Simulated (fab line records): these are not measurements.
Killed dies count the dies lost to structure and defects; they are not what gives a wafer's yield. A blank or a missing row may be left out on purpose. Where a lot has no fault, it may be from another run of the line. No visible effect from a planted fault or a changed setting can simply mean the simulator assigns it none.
fab line records	flow n5-finfet
record: lots: 7	wafers: 39
route steps=1938 shown DUMMY_GATE@220 MOL_CONTACT_COAG@624
start-h: hours from the record's first day to the start of the lot's first wafer shown	wait-h: hours elapsed since this lot's preceding step	" as in the row above	L1.1+2: a single row standing in for several wafers	- either no value or no given start	* or withheld: withheld	< > ~ a bound
route shown NAME@n: a module of which the file shows steps, and the number in the route of the first	usual: average and standard deviation across the fault-free wafers	same: alike in all rows	chamber/n: place in a boat	sites: readings site by site	_std_site: standard deviation across them	_edge_site: inner sites' mean taken away from outer sites' mean	radius-mm: how far each site lies from the wafer's centre	mask NAME#n: copy n	behind: the tool/chamber that last shaped the wafer	hold: why the lot was held/for how many hours/how that ended	device: names the non-switching transistor (n, p or np)	end of line: at the end of the route, the tests of the same wafers	a step without rows: its recipe alone	killed: dies lost to structure and defects at the first sort, not the wafer's yield	map: a wafer's dies, x killed, . not, _ none there
set.NAME: setting as actually run; set.NAME@STEP: the setting as run at that earlier step	model.NAME: the simulator's own value behind a step, which no gauge read
lots with deliberately changed settings; one table per step, one row per wafer
== steps ==
step: N5_DUMMY_GATE_HM_DEP_06
recipe: material: SiNx	target-thk-a: 800	precursor: DCS/NH3	temp-c: 700	pressure-mtorr: 300	time-s: 5141
lot.wafer	tool	chamber	start-h	wait-h	set.target-thk-a	model.SiNx_of_DUMMY_GATE_HM_DEP_06.thk-nm
L076.1	-	-	-	0.0	881.6	88.2
L076.2+3+5+6	"	-	"	"	881.6	88
L076.4	"	-	"	"	881.6	87.8
L080.1+5+6	-	-	-	0.0	865.8	87
L080.2+4	"	-	"	"	865.8	86.8
L080.3	"	-	"	"	865.8	86.6
L083.1+5+6	-	-	-	0.0	731.8	73
L083.2+3	"	-	"	"	731.8	72.4
L083.4	"	-	"	"	731.8	72.6
L086.2	lpcvd-02	0/70	116.20	0.0	800	79.6
L086.3	"	0/75	"	"	800	78.4
L086.5	"	0/84	"	"	800	78.8
L088.1+4+6	-	-	-	0.0	706.8	69.6
L088.2	"	-	"	"	706.8	70.2
L088.3	"	-	"	"	706.8	70
L088.5	"	-	"	"	706.8	70.4
L091.1	-	-	-	0.0	861.9	85.6
L091.2+4+5+6	"	-	"	"	861.9	86.2
L091.3	"	-	"	"	861.9	86
L097.1+2+4	-	-	-	0.0	905.1	90.6
L097.3	"	-	"	"	905.1	91
L097.5	"	-	"	"	905.1	90.8
L097.6	"	-	"	"	905.1	90.4
step: N5_DUMMY_GATE_EXPOSE_12
recipe: mask-id: GATE	na: 0.33	source-shape: annular	sigma-inner: 0.2	sigma-outer: 0.6	polarization: unpolarized	target-cd-nm: 25	dose-mj: 34
lot.wafer	tool	chamber	start-h	wait-h	mask	set.dose-mj
L076.1+3+6	euv-scanner-02	0	58.55	-	GATE#0	34
L076.2+4+5	"	0	"	"	GATE#0	32.62
L080.1+2+3+4+5+6	euv-scanner-02	0	86.38	-	GATE#0	34
L083.1+2+4	euv-scanner-02	0	100.07	-	GATE#0	36.59
L083.3+5+6	"	0	"	"	GATE#0	34
L086.2+3+5	euv-scanner-01	0	120.53	-	GATE#0	34
L088.1+2+3+4+5+6	euv-scanner-01	0	132.96	-	GATE#0	34
L091.1+3+6	euv-scanner-01	0	147.98	-	GATE#0	34
L091.2+4+5	"	0	"	"	GATE#0	32.61
L097.1+4+6	euv-scanner-01	0	184.90	-	GATE#0	36.11
L097.2+3+5	"	0	"	"	GATE#0	34
step: N5_DUMMY_GATE_PEB_13
recipe: peb-temp-c: 100	peb-time-s: 60	resist: CAR-EUV
step: N5_DUMMY_GATE_DEVELOP_14
recipe: develop-time-s: 30	developer: TMAH	resist: CAR-EUV	rinse-liquid: surfactant-rinse	dry: air-spin	dev-temp-c: 23
step: N5_DUMMY_GATE_CD_MEAS_15
recipe: target-cd-nm: 25.8	landing-energy-ev: 500	detector: se-inlens
usual: cd-nm: 25.05/0.26
lot.wafer	tool	chamber	start-h	wait-h	set.dose-mj@DUMMY_GATE_EXPOSE_12	cd-nm
L076.1	cd-sem-01	0	58.68	-	34	24.52
L076.2	"	0	"	"	32.62	25.76
L076.3	"	0	"	"	34	24.74
L076.4	"	0	"	"	32.62	25.93
L076.5	"	0	"	"	32.62	25.66
L076.6	"	0	"	"	34	25.10
L080.1	cd-sem-01	0	86.50	-	34	24.75
L080.2	"	0	"	"	34	24.87
L080.3	"	0	"	"	34	24.76
L080.4	"	0	"	"	34	24.88
L080.5	"	0	"	"	34	24.76
L080.6	"	0	"	"	34	24.67
L083.1	cd-sem-02	0	100.20	-	36.59	23.30
L083.2	"	0	"	"	36.59	23.55
L083.3	"	0	"	"	34	24.92
L083.4	"	0	"	"	36.59	23.89
L083.5	"	0	"	"	34	24.88
L083.6	"	0	"	"	34	25.06
L086.2	cd-sem-03	0	120.65	-	34	25.64
L086.3	"	0	"	"	34	25.40
L086.5	"	0	"	"	34	25.03
L088.1	cd-sem-01	0	133.09	-	34	25.26
L088.2	"	0	"	"	34	24.71
L088.3	"	0	"	"	34	24.94
L088.4	"	0	"	"	34	25.20
L088.5	"	0	"	"	34	25.34
L088.6	"	0	"	"	34	25.35
L091.1	cd-sem-03	0	148.11	-	34	25.30
L091.2	"	0	"	"	32.61	26.06
L091.3	"	0	"	"	34	25.42
L091.4	"	0	"	"	32.61	25.42
L091.5	"	0	"	"	32.61	25.89
L091.6	"	0	"	"	34	24.79
L097.1	cd-sem-02	0	185.02	-	36.11	23.94
L097.2	"	0	"	"	34	25.19
L097.3	"	0	"	"	34	25.19
L097.4	"	0	"	"	36.11	24.00
L097.5	"	0	"	"	34	25.40
L097.6	"	0	"	"	36.11	23.60
step: N5_DUMMY_GATE_ETCH_31
recipe: chemistry: C4F6/O2	target: SiO2	mask-material: SOC	target-depth-a: 825	time-s: 27.5	ion-energy-ev: 250	pressure-mtorr: 30	source-w: 345	bias-w: 185	Ar_flow_sccm: 300	C4F6_flow_sccm: 10	O2_flow_sccm: 10
lot.wafer	tool	chamber	start-h	wait-h	set.target-depth-a	model.etch.depth-nm
L076.1	rie-diel-06	2	59.59	0.0	825	86.75
L076.2	"	3	"	"	784.5	79.84
L076.3	"	1	"	"	784.5	76.95
L076.4	"	0	"	"	825	83.23
L076.5	"	0	"	"	784.5	78.78
L076.6	"	3	"	"	825	83.72
L080.1	rie-diel-02	3	87.42	0.0	882.2	86.77
L080.2	"	1	"	"	882.2	89.81
L080.3	"	2	"	"	825	82.4
L080.4	"	0	"	"	882.2	89.99
L080.5	"	2	"	"	825	81.64
L080.6	"	3	"	"	825	81.29
L083.1	rie-diel-06	2	100.90	0.2	921.6	96.44
L083.2	"	1	"	"	921.6	90.42
L083.3	"	3	"	"	825	82.67
L083.4	"	0	"	"	825	82.39
L083.5	"	1	"	"	921.6	90.32
L083.6	"	0	"	"	825	81.8
L086.2	rie-diel-06	2	121.21	0.0	825	85.35
L086.3	"	3	"	"	825	83.62
L086.5	"	1	"	"	825	80.02
L088.1	rie-diel-05	1	133.64	0.0	825	81.62
L088.2	"	2	"	"	825	83.52
L088.3	"	3	"	"	727	69.95
L088.4	"	0	"	"	727	71.17
L088.5	"	2	"	"	727	72.81
L088.6	"	1	"	"	825	81.05
L091.1	rie-diel-02	0	148.80	0.1	825	81.97
L091.2	"	1	"	"	825	83.51
L091.3	"	3	"	"	825	80.36
L091.4	"	2	"	"	825	80.49
L091.5	"	2	"	"	825	80.54
L091.6	"	3	"	"	825	79.95
L097.1	rie-diel-05	2	185.63	0.1	825	84.35
L097.2	"	3	"	"	825	79.61
L097.3	"	1	"	"	825	81.29
L097.4	"	0	"	"	782.6	77.07
L097.5	"	0	"	"	782.6	76.51
L097.6	"	3	"	"	782.6	75.44
step: N5_DUMMY_GATE_ETCH_32
recipe: chemistry: CF4	target: SiO2	target-depth-a: 35	time-s: 3.9	ion-energy-ev: 350	pressure-mtorr: 10	icp-w: 800	bias-w: 400	cf4-flow-sccm: 80
lot.wafer	tool	chamber	start-h	wait-h	set.time-s	model.etch.depth-nm
L076.1	rie-si-03	2	59.84	0.1	3.9	3.625
L076.2	"	0	"	"	3.9	3.602
L076.3	"	1	"	"	3.195	2.659
L076.4	"	3	"	"	3.195	2.765
L076.5	"	3	"	"	3.9	3.375
L076.6	"	0	"	"	3.195	2.915
L080.1	rie-si-03	2	87.66	0.1	3.334	3.073
L080.2	"	3	"	"	3.9	3.39
L080.3	"	1	"	"	3.9	3.28
L080.4	"	0	"	"	3.334	3.062
L080.5	"	2	"	"	3.334	3.055
L080.6	"	1	"	"	3.9	3.25
L083.1	rie-si-04	1	101.14	0.1	3.9	3.654
L083.2	"	0	"	"	3.9	3.614
L083.3	"	3	"	"	3.283	2.99
L083.4	"	2	"	"	3.283	2.928
L083.5	"	1	"	"	3.283	3.089
L083.6	"	2	"	"	3.9	3.464
L086.2	rie-si-04	1	121.45	0.1	3.9	3.673
L086.3	"	0	"	"	3.9	3.607
L086.5	"	0	"	"	3.9	3.583
L088.1	rie-si-06	2	133.89	0.1	3.614	3.286
L088.2	"	0	"	"	3.614	3.057
L088.3	"	3	"	"	3.614	3.324
L088.4	"	1	"	"	3.9	3.412
L088.5	"	0	"	"	3.9	3.303
L088.6	"	3	"	"	3.9	3.593
L091.1	rie-si-03	3	149.05	0.1	3.9	3.362
L091.2	"	2	"	"	3.9	3.526
L091.3	"	1	"	"	3.24	2.726
L091.4	"	0	"	"	3.24	2.942
L091.5	"	1	"	"	3.9	3.275
L091.6	"	0	"	"	3.24	2.916
L097.1	rie-si-06	0	185.88	0.1	3.9	3.343
L097.2	"	1	"	"	3.9	3.461
L097.3	"	3	"	"	3.636	3.332
L097.4	"	2	"	"	3.9	3.571
L097.5	"	2	"	"	3.636	3.361
L097.6	"	3	"	"	3.636	3.32
step: N5_MOL_CONTACT_COAG_CVD_140
recipe: material: W	target-thk-a: 665	mode: selective-fill	temp-c: 300	time-s: 215
lot.wafer	tool	chamber	start-h	wait-h	set.target-thk-a	model.W_of_MOL_CONTACT_COAG_CVD_140.thk-nm
L076.1	cvd-w-02	1	116.46	0.1	665	67.2
L076.2	"	0	"	"	749.1	75.8
L076.3	"	1	"	"	665	66.6
L076.4	"	0	"	"	749.1	73.4
L076.5	"	0	"	"	665	67
L076.6	"	1	"	"	749.1	76.4
L080.1	cvd-w-01	0	140.37	0.1	734	72.6
L080.2	"	1	"	"	665	67.2
L080.3+5	"	0,1	"	"	665	66.4
L080.4	"	1	"	"	734	74.6
L080.6	"	0	"	"	734	72.4
L083.1	cvd-w-02	1	152.13	0.1	665	67.4
L083.2+4	"	0	"	"	665	65.8
L083.3	"	1	"	"	665	66.4
L083.5	"	1	"	"	665	67
L083.6	"	0	"	"	665	65.4
L086.2	cvd-w-01	1	175.86	0.1	665	65.6
L086.3	"	1	"	"	665	65.2
L086.5	"	1	"	"	665	65.4
L088.1	cvd-w-01	1	186.97	0.1	665	66
L088.2	"	0	"	"	717.3	71.6
L088.3+6	"	0	"	"	665	65.8
L088.4	"	1	"	"	717.3	70.6
L088.5	"	1	"	"	717.3	70.8
L091.1+2+6	cvd-w-01	1,0,1	203.52	0.1	716.9	70.6
L091.3	"	0	"	"	665	66
L091.4	"	1	"	"	665	65.6
L091.5	"	0	"	"	665	65.4
L097.1	cvd-w-01	1	241.63	0.1	665	65.8
L097.2	"	0	"	"	623.7	61.2
L097.3	"	0	"	"	623.7	60.8
L097.4	"	1	"	"	665	65.6
L097.5	"	0	"	"	665	65.4
L097.6	"	1	"	"	623.7	61.6
== key ==
split: step: N5_DUMMY_GATE_HM_DEP_06	setting: target-thk-a	stated: 800	by: lot
response: step: N5_DUMMY_GATE_HM_DEP_06	reading: model.SiNx_of_DUMMY_GATE_HM_DEP_06.thk-nm	change: +0.835	per: 1%	r: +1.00
split: step: N5_DUMMY_GATE_EXPOSE_12	setting: dose-mj	stated: 34	by: wafer
response: step: N5_DUMMY_GATE_CD_MEAS_15	reading: cd-nm	change: -0.199	per: 1%	r: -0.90
split: step: N5_DUMMY_GATE_ETCH_31	setting: target-depth-a	stated: 825	by: wafer
response: step: N5_DUMMY_GATE_ETCH_31	reading: model.etch.depth-nm	change: +0.936	per: 1%	r: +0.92
split: step: N5_DUMMY_GATE_ETCH_32	setting: time-s	stated: 3.9	by: wafer
response: step: N5_DUMMY_GATE_ETCH_32	reading: model.etch.depth-nm	change: +0.032	per: 1%	r: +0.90
split: step: N5_MOL_CONTACT_COAG_CVD_140	setting: target-thk-a	stated: 665	by: wafer
response: step: N5_MOL_CONTACT_COAG_CVD_140	reading: model.W_of_MOL_CONTACT_COAG_CVD_140.thk-nm	change: +0.649	per: 1%	r: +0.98
